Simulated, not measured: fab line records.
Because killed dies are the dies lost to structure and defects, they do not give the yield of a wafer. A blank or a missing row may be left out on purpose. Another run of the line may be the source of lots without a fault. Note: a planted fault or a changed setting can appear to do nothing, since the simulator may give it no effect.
fab line records	flow nand_harc
record: lots: 7	wafers: 21	last_day: 33
route steps=1302 shown P_GATE@118 END@1302
lots with no fault: from the same line, run without faults
start_h: start of the lot's first displayed wafer, in hours after the record's first day	wait_h: how many hours have passed since the lot's step before this one	" as in the row above	L1.1+2: one row covering several wafers at once	- value missing, or start not given	* or withheld: withheld	< > ~ a bound
route shown NAME@n: a module of which the file shows steps, and the number in the route of the first	usual: mean and standard deviation over wafers with no fault	same: alike in all rows	chamber/n: place in a boat	sites: per-site readings	_std_site: the values' standard deviation	_edge_site: mean of outer sites minus mean of inner sites	radius_mm: for every site, how far away it sits from the centre of the wafer	mask NAME#n: copy n	behind: the most recent tool/chamber to have shaped the wafer	hold: the reason the lot was held/the length of the hold in hours/how it ended	device: the n, p or np transistor that did not switch	end of line: the route-end tests of the same wafers	step lacking rows: just its recipe	killed: at the first sort, the dies lost to defects and structure; wafer yield is something else	map: a wafer's dies, marking killed ones x, the rest . and places with no die _
set.NAME: the setting the step ran with; set.NAME@STEP: the setting that earlier step ran with	model.NAME: the simulator's own value behind a step, which no gauge read
lots at selected steps of the route; one table per step, one row per wafer
services: when a tool's chamber went out of use (start_h, in hours from the record's first day, below 0 if earlier), for how many hours, and the reason
== steps ==
step: NHARC_P_GATE_EBR_07
step: NHARC_P_GATE_EXPOSE_08
recipe: na: 0.6	dose_mj: 16.75	mask_id: P_HV
step: NHARC_P_GATE_PEB_09
recipe: peb_temp_c: 118	peb_time_s: 85
step: NHARC_P_GATE_DEVELOP_10
recipe: time_s: 70
step: NHARC_P_GATE_CD_MEAS_11
recipe: target_cd_nm: 1640	landing_energy_ev: 500
usual: cd_nm: 1640.2/1.4
lot.wafer	tool	chamber	start_h	wait_h	cd_nm
L912.1	cd_sem-01	0	86.10	-	1639.6
L912.3	"	0	"	"	1639.0
L912.6	"	0	"	"	1638.5
L916.1	cd_sem-03	0	116.39	-	1641.2
L916.2	"	0	"	"	1640.2
L916.5	"	0	"	"	1639.6
L928.1	cd_sem-01	0	243.66	-	1639.4
L928.3	"	0	"	"	1638.4
L928.4	"	0	"	"	1639.3
L929.1	cd_sem-01	0	249.44	-	1640.7
L929.3	"	0	"	"	1642.0
L929.4	"	0	"	"	1642.5
L930.1	cd_sem-02	0	259.30	-	1642.9
L930.3	"	0	"	"	1642.5
L930.6	"	0	"	"	1642.0
L933.1	cd_sem-03	0	290.01	-	1642.4
L933.2	"	0	"	"	1640.2
L933.3	"	0	"	"	1640.0
L935.2	cd_sem-03	0	312.39	-	1640.6
L935.4	"	0	"	"	1639.6
L935.6	"	0	"	"	1641.3
step: NHARC_P_GATE_HARDBAKE_12
recipe: temp_c: 125	time_s: 80
step: NHARC_P_GATE_DESCUM_13
recipe: time_s: 3	o2_flow_sccm: 200	ar_flow_sccm: 0	bias_power_w: 0	chemistry: O2
usual: drypump_motor_current_A: 5.7/0.52	oes_product_au: 1.003/0.0071	rf_vpp_V: 58.0/0.86	showerhead_plenum_p_Torr: 1.94/0.082	throttle_valve_pct: 11.311/0.0087
lot.wafer	tool	chamber	start_h	wait_h	drypump_motor_current_A	oes_product_au	rf_hours_counter_h	rf_vpp_V	showerhead_plenum_p_Torr	throttle_valve_pct
L912.3	rie_diel-09	2	86.27	-	6.1	1.001	4	59.1	1.92	11.301
L912.1	"	3	"	"	6.2	1.002	7	59.0	2.03	11.309
L912.6	"	1	"	"	6.7	1.005	-	58.5	1.84	11.306
L916.2	rie_diel-09	3	116.56	-	6.2	0.998	8	58.7	2.03	11.315
L916.1	"	1	"	"	6.7	1.001	9	59.3	1.84	11.312
L916.5	"	3	"	"	6.2	0.998	-	57.1	2.03	11.324
L928.1	rie_diel-09	1	243.85	-	6.7	1.006	8	58.8	1.84	11.299
L928.4	"	2	"	"	6.1	1.007	7	58.2	1.92	11.298
L928.3	"	3	"	"	6.2	1.007	7	59.2	2.03	11.299
L929.1	rie_diel-09	1	249.60	-	6.7	1.007	8	58.7	1.84	11.312
L929.3	"	2	"	"	6.1	1.004	7	58.7	1.92	11.305
L929.4	"	0	"	"	5.7	0.998	6	57.3	2.06	11.316
L930.1	rie_diel-12	2	259.47	-	5.8	1.014	8	58.7	1.95	11.305
L930.3	"	0	"	"	5.1	1.000	9	56.2	1.78	11.309
L930.6	"	1	"	"	5.4	1.012	-	56.6	1.91	11.339
L933.1	rie_diel-01	0	290.17	-	5.0	1.006	5	57.4	2.02	11.304
L933.3	"	1	"	"	5.4	1.013	4	56.8	2.05	11.318
L933.2	"	3	"	"	6.5	1.005	5	59.0	1.91	11.316
L935.4	rie_diel-12	1	312.55	-	5.4	1.006	1	58.3	1.91	11.309
L935.2	"	0	"	"	5.1	1.011	1	57.5	1.78	11.325
L935.6	"	1	"	"	5.4	1.009	-	58.6	1.91	11.302
step: NHARC_P_GATE_ETCH_14
recipe: target_depth_a: 488	chemistry: dHF	material: SiO2
step: NHARC_P_GATE_STRIP_15
recipe: time_s: 780	temp_c: 130	chemistry: SPM
step: NHARC_P_GATE_PRECLEAN_71
recipe: time_s: *	temp_c: 50	bath_age_min: 0	chemistry: SC1
step: NHARC_P_GATE_SRD_72
step: NHARC_P_GATE_OXIDE_16
recipe: target_thk_a: 30	temp_c: 875	ox_time_s: 392	material: SiO2
step: NHARC_P_GATE_CVD_17
recipe: target_thk_a: 1500	temp_c: 620	time_s: 900	material: poly-Si
usual: run_length_s: 902.0/0.52	spike_tc_bottom_C: 641.4/2.2
lot.wafer	tool	chamber	start_h	wait_h	run_length_s	spike_tc_bottom_C
L912.1	lpcvd_poly-04	0	97.54	3.9	901.3	641.1
L912.3	"	0	"	"	901.3	640.5
L912.6	"	0	"	"	901.3	641.0
L916.1	lpcvd_poly-02	0	126.37	2.7	902.0	643.7
L916.2	"	0	"	"	902.0	642.7
L916.5	"	0	"	"	902.0	643.6
L928.1	lpcvd_poly-04	-	254.73	2.6	-	-
L928.3	"	-	"	"	-	-
L928.4	"	-	"	"	-	-
L929.1	lpcvd_poly-02	-	259.83	2.7	-	-
L929.3	"	-	"	"	-	-
L929.4	"	-	"	"	-	-
L930.1	lpcvd_poly-03	-	269.13	2.5	-	-
L930.3	"	-	"	"	-	-
L930.6	"	-	"	"	-	-
L933.1	lpcvd_poly-03	0	299.95	2.5	902.5	639.8
L933.2	"	0	"	"	902.5	641.1
L933.3	"	0	"	"	902.5	638.9
L935.2	lpcvd_poly-02	0	322.47	2.7	901.2	642.9
L935.4	"	0	"	"	901.2	643.6
L935.6	"	0	"	"	901.2	644.0
step: NHARC_P_GATE_HM_DEP_102
recipe: target_thk_a: 1200	temp_c: 400	material: aC
usual: susceptor_temp_C: 399.98/0.22	throttle_valve_pct: 34.999/0.0095
lot.wafer	tool	chamber	start_h	wait_h	susceptor_temp_C	throttle_valve_pct
L912.1	acl_dep-01	0	100.27	0.5	400.05	35.002
L912.3	"	0	"	"	400.18	34.991
L912.6	"	0	"	"	400.28	34.995
L916.1	acl_dep-02	0	130.11	1.5	400.25	35.001
L916.2	"	0	"	"	400.03	35.011
L916.5	"	0	"	"	400.14	35.001
L928.1	acl_dep-01	0	261.35	4.4	399.91	35.001
L928.3	"	0	"	"	400.07	35.005
L928.4	"	0	"	"	399.75	34.988
L929.1	acl_dep-03	0	263.05	1.0	399.90	35.005
L929.3	"	0	"	"	399.90	34.999
L929.4	"	0	"	"	399.82	34.983
L930.1	acl_dep-03	0	271.82	0.5	-	35.005
L930.3	"	0	"	"	-	35.008
L930.6	"	0	"	"	-	34.983
L933.1	acl_dep-01	0	302.57	0.4	400.12	34.997
L933.2	"	0	"	"	400.10	34.993
L933.3	"	0	"	"	400.09	34.982
L935.2	acl_dep-02	0	325.18	0.5	-	35.003
L935.4	"	0	"	"	-	35.008
L935.6	"	0	"	"	-	34.996
step: NHARC_END_SORT_01
recipe: temp_c: 25
usual: killed_at_array: 59/19	killed_at_other: 0.6/0.85	killed_at_periphery: 3.8/2.5	killed_dies: 64/19	killed_open: 3.3/1.8	killed_short: 2.2/1.6
same: gross_dies: 677
lot.wafer	tool	chamber	start_h	wait_h	killed_at_array	killed_at_other	killed_at_periphery	killed_dies	killed_open	killed_short
L929.1	prober-01	0	727.56	2.5	67	2	608	677	1	0
L929.3	prober-01	0	729.14	3.1	92	1	584	677	4	1
L929.4	prober-01	0	729.93	3.4	66	1	610	677	4	3
L928.1	prober-02	0	736.17	2.5	55	0	622	677	5	0
L928.3	prober-02	0	737.79	3.1	61	0	616	677	0	2
L928.4	prober-02	0	738.59	3.4	53	0	624	677	4	3
L930.1	prober-01	0	761.75	2.5	82	0	595	677	4	3
L930.3	prober-01	0	763.35	3.1	79	0	598	677	4	0
L930.6	prober-01	0	765.74	4.0	82	0	595	677	5	5
killed by level:class
L929.1 P_GATE:area_cvd=606 A_CHANNEL_HOLE_D1:chamber_film_flake=24 A_CHANNEL_HOLE_D2:chamber_film_flake=21 A_CONTACT:chamber_film_flake=4 A_SGD_CUT:chamber_film_flake=4 A_CHANNEL_FILL_D2:chamber_film_flake=3 A_STAIRCASE:chamber_film_flake=3 A_ZERO_WELL:chamber_film_flake=2
L929.3 P_GATE:area_cvd=583 A_CHANNEL_HOLE_D1:chamber_film_flake=47 A_CHANNEL_HOLE_D2:chamber_film_flake=20 A_CONTACT:chamber_film_flake=5 A_SGD_CUT:chamber_film_flake=3 A_ZERO_WELL:chamber_film_flake=2 A_CHANNEL_FILL_D1:chamber_film_flake=2 A_CHANNEL_FILL_D2:chamber_film_flake=2
L929.4 P_GATE:area_cvd=605 A_CHANNEL_HOLE_D1:chamber_film_flake=23 A_CHANNEL_HOLE_D2:chamber_film_flake=20 A_SGD_CUT:chamber_film_flake=3 A_WL_FILL:chamber_film_flake=3 A_M1:chamber_film_flake=3 P_M0:geometric_particle:open=2 A_SLIT:chamber_film_flake=2
L928.1 P_GATE:area_cvd=620 A_SLIT:chamber_film_flake=27 A_CHANNEL_HOLE_D1:chamber_film_flake=11 A_CONTACT:chamber_film_flake=5 A_ZERO_WELL:chamber_film_flake=2 A_CHANNEL_FILL_D2:chamber_film_flake=2 A_STAIRCASE:chamber_film_flake=2 P_M0:geometric_particle:open=1
L928.3 P_GATE:area_cvd=611 A_SLIT:chamber_film_flake=35 A_CHANNEL_HOLE_D1:chamber_film_flake=12 A_CONTACT:chamber_film_flake=7 P_GATE:chamber_film_flake=3 P_ZERO_WELL:chamber_film_flake=2 A_STAIRCASE:chamber_film_flake=2 A_WL_FILL:chamber_film_flake=2
L928.4 P_GATE:area_cvd=619 A_SLIT:chamber_film_flake=32 A_CHANNEL_HOLE_D1:chamber_film_flake=7 A_CONTACT:chamber_film_flake=4 P_STI:chamber_film_flake=2 P_GATE:chamber_film_flake=2 A_STAIRCASE:chamber_film_flake=2 P_GATE:geometric_particle:open=1
L930.1 P_GATE:area_cvd=592 A_CHANNEL_HOLE_D1:chamber_film_flake=36 A_SLIT:chamber_film_flake=35 A_DECK1_JOINT:geometric_particle:open=2 P_ZERO_WELL:chamber_film_flake=2 A_CONTACT:chamber_film_flake=2 P_CONTACT:geometric_particle:open=1 A_ONON_D1:geometric_particle:short=1
L930.3 P_GATE:area_cvd=597 A_CHANNEL_HOLE_D1:chamber_film_flake=35 A_SLIT:chamber_film_flake=32 A_CHANNEL_FILL_D2:geometric_particle:open=2 A_DECK1_JOINT:chamber_film_flake=2 A_CHANNEL_FILL_D2:chamber_film_flake=2 A_STAIRCASE:chamber_film_flake=2 A_CONTACT:chamber_film_flake=2
L930.6 P_GATE:area_cvd=588 A_SLIT:chamber_film_flake=33 A_CHANNEL_HOLE_D1:chamber_film_flake=32 A_WL_FILL:chamber_film_flake=3 A_CONTACT:chamber_film_flake=3 A_ONON_D1:geometric_particle:open=2 P_ZERO_WELL:chamber_film_flake=2 A_STAIRCASE:chamber_film_flake=2
map L928.1 (x killed, . not)
____________x____________
_________xxxxxxx_________
_______xxxxxxxxxxx_______
______xxxxxxxxxxxxx______
_____xxxxxxxxxxxxxxx_____
____xxxxxxxxxxxxxxxxx____
____xxxxxxxxxxxxxxxxx____
___xxxxxxxxxxxxxxxxxxx___
___xxxxxxxxxxxxxxxxxxx___
__xxxxxxxxxxxxxxxxxxxxx__
__xxxxxxxxxxxxxxxxxxxxx__
_xxxxxxxxxxxxxxxxxxxxxxx_
_xxxxxxxxxxxxxxxxxxxxxxx_
_xxxxxxxxxxxxxxxxxxxxxxx_
_xxxxxxxxxxxxxxxxxxxxxxx_
_xxxxxxxxxxxxxxxxxxxxxxx_
xxxxxxxxxxxxxxxxxxxxxxxxx
xxxxxxxxxxxxxxxxxxxxxxxxx
xxxxxxxxxxxxxxxxxxxxxxxxx
xxxxxxxxxxxxxxxxxxxxxxxxx
xxxxxxxxxxxxxxxxxxxxxxxxx
_xxxxxxxxxxxxxxxxxxxxxxx_
_xxxxxxxxxxxxxxxxxxxxxxx_
_xxxxxxxxxxxxxxxxxxxxxxx_
_xxxxxxxxxxxxxxxxxxxxxxx_
_xxxxxxxxxxxxxxxxxxxxxxx_
__xxxxxxxxxxxxxxxxxxxxx__
__xxxxxxxxxxxxxxxxxxxxx__
___xxxxxxxxxxxxxxxxxxx___
___xxxxxxxxxxxxxxxxxxx___
____xxxxxxxxxxxxxxxxx____
____xxxxxxxxxxxxxxxxx____
_____xxxxxxxxxxxxxxx_____
______xxxxxxxxxxxxx______
_______xxxxxxxxxxx_______
_________xxxxxxx_________
____________x____________
map L929.1 (x killed, . not)
____________x____________
_________xxxxxxx_________
_______xxxxxxxxxxx_______
______xxxxxxxxxxxxx______
_____xxxxxxxxxxxxxxx_____
____xxxxxxxxxxxxxxxxx____
____xxxxxxxxxxxxxxxxx____
___xxxxxxxxxxxxxxxxxxx___
___xxxxxxxxxxxxxxxxxxx___
__xxxxxxxxxxxxxxxxxxxxx__
__xxxxxxxxxxxxxxxxxxxxx__
_xxxxxxxxxxxxxxxxxxxxxxx_
_xxxxxxxxxxxxxxxxxxxxxxx_
_xxxxxxxxxxxxxxxxxxxxxxx_
_xxxxxxxxxxxxxxxxxxxxxxx_
_xxxxxxxxxxxxxxxxxxxxxxx_
xxxxxxxxxxxxxxxxxxxxxxxxx
xxxxxxxxxxxxxxxxxxxxxxxxx
xxxxxxxxxxxxxxxxxxxxxxxxx
xxxxxxxxxxxxxxxxxxxxxxxxx
xxxxxxxxxxxxxxxxxxxxxxxxx
_xxxxxxxxxxxxxxxxxxxxxxx_
_xxxxxxxxxxxxxxxxxxxxxxx_
_xxxxxxxxxxxxxxxxxxxxxxx_
_xxxxxxxxxxxxxxxxxxxxxxx_
_xxxxxxxxxxxxxxxxxxxxxxx_
__xxxxxxxxxxxxxxxxxxxxx__
__xxxxxxxxxxxxxxxxxxxxx__
___xxxxxxxxxxxxxxxxxxx___
___xxxxxxxxxxxxxxxxxxx___
____xxxxxxxxxxxxxxxxx____
____xxxxxxxxxxxxxxxxx____
_____xxxxxxxxxxxxxxx_____
______xxxxxxxxxxxxx______
_______xxxxxxxxxxx_______
_________xxxxxxx_________
____________x____________
== services ==
tool	chamber	start_h	hours	kind
acl_dep-02	-	62.80	13.0	pm
rie_diel-09	0	73.10	-	clean
rie_diel-09	1	73.10	-	clean
rie_diel-12	-	91.40	9.0	pm
acl_dep-03	-	122.33	13.0	pm
rie_diel-09	-	136.42	0.7	repair
rie_diel-09	-	143.10	9.0	pm
rie_diel-12	0	177.55	8.0	repair
rie_diel-09	3	177.86	1.3	repair
acl_dep-01	-	191.63	13.0	pm
rie_diel-09	0	202.43	7.9	repair
rie_diel-01	-	203.80	9.0	pm
lpcvd_poly-02	-	207.64	26.0	pm
rie_diel-12	2	231.05	7.4	repair
acl_dep-02	-	246.25	13.0	pm
rie_diel-12	0	266.02	2.6	repair
rie_diel-12	-	268.40	9.0	pm
rie_diel-01	0	277.26	3.5	repair
rie_diel-09	1	285.79	15.3	repair
rie_diel-01	0	298.87	1.5	repair
acl_dep-03	-	303.82	13.0	pm
rie_diel-09	-	316.92	0.6	repair
rie_diel-12	1	319.98	4.8	repair
rie_diel-09	-	320.10	9.0	pm
== key ==
first_sign: step: NHARC_P_GATE_CVD_17	reading: tool_record	direction: missing
effect: step: NHARC_END_SORT_01	reading: killed_at_periphery	direction: up	sigmas: 99+	usual: 3.8	struck: 605.8
more_kills_born_at: NHARC_P_GATE_CVD_17@lpcvd_poly-04: 1850	NHARC_P_GATE_CVD_17@lpcvd_poly-02: 1794	NHARC_P_GATE_CVD_17@lpcvd_poly-03: 1776
met_at NHARC_P_GATE_CVD_17
struck_wafers L928.1,L928.3,L928.4,L929.1,L929.3,L929.4,L930.1,L930.3,L930.6
later_rows_left_out L928.1,L928.3,L928.4,L929.1,L929.3,L929.4,L930.1,L930.3,L930.6
tester_left_out L928,L929,L930
onset_between 126.37 254.73
fault: kind: skipped_step_whole	tool: lpcvd_poly-02,lpcvd_poly-03,lpcvd_poly-04	chamber: -	onset_h: 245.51	steps: NHARC_P_GATE_CVD_17	scope: struck_lots_only
tester_left_out: of these lots the tester's yield and bins aren't shown, on N5 and GAA mostly nor the transistor test; their killed dies are dies lost to structure and defects alone, not to doping, threshold or leakage, so they don't give the yield
later_rows_left_out: the simulator's readings of these wafers behind a module that went badly wrong aren't trusted and aren't shown, but for the sort
